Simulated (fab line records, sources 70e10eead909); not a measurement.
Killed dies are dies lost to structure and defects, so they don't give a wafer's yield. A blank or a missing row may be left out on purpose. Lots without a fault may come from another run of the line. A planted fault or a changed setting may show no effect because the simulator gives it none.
Chamber matching | flow nand_harc | NHARC_A_CONTACT_DEP_58 on pecvd-02: 3 sister chambers
The step deposits SiON, target thk 90 nm. 3 wafers are shown with their chamber, then 7 later ones without.

WAFERS WITH THEIR CHAMBER
wafer  | chamber | heater_power_w (W)
L080.5 | 1       | 608
L092.1 | 0       | 756
L092.2 | 2       | 817

WAFERS WITHOUT THEIR CHAMBER
wafer  | heater_power_w (W)
L092.5 | 766
L097.1 | 729
L097.2 | 747
L097.3 | 704
L097.4 | 763
L097.5 | 745
L097.6 | 699

WHICH CHAMBER EACH WENT THROUGH
wafer  | from the rows above          | in truth
L092.5 | can't be placed: 0 or 2      | 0
L097.1 | can't be placed: 0 or 2      | 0
L097.2 | can't be placed: 0 or 2      | 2
L097.3 | can't be placed: 0 or 1 or 2 | 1
L097.4 | can't be placed: 0 or 2      | 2
L097.5 | can't be placed: 0 or 2      | 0
L097.6 | can't be placed: 0 or 1 or 2 | 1
Placed correctly: 0 of 7. Can't be placed from these rows: 7 (the true chamber is among the candidates in 7). Placed wrongly: 0.
How it was worked out, from the rows above alone: a wafer's distance from a chamber is the root of the sum, over the readings, of the square of ((its reading less the chamber's mean) divided by the reading's scatter). The wafer belongs to the nearest chamber; if the next one is less than 2 further off, it can't be placed. A chamber's mean is the mean of its shown wafers. The scatter: with one shown wafer a chamber, the root of the mean of the squares of how far each hidden wafer lies from its nearest shown one.
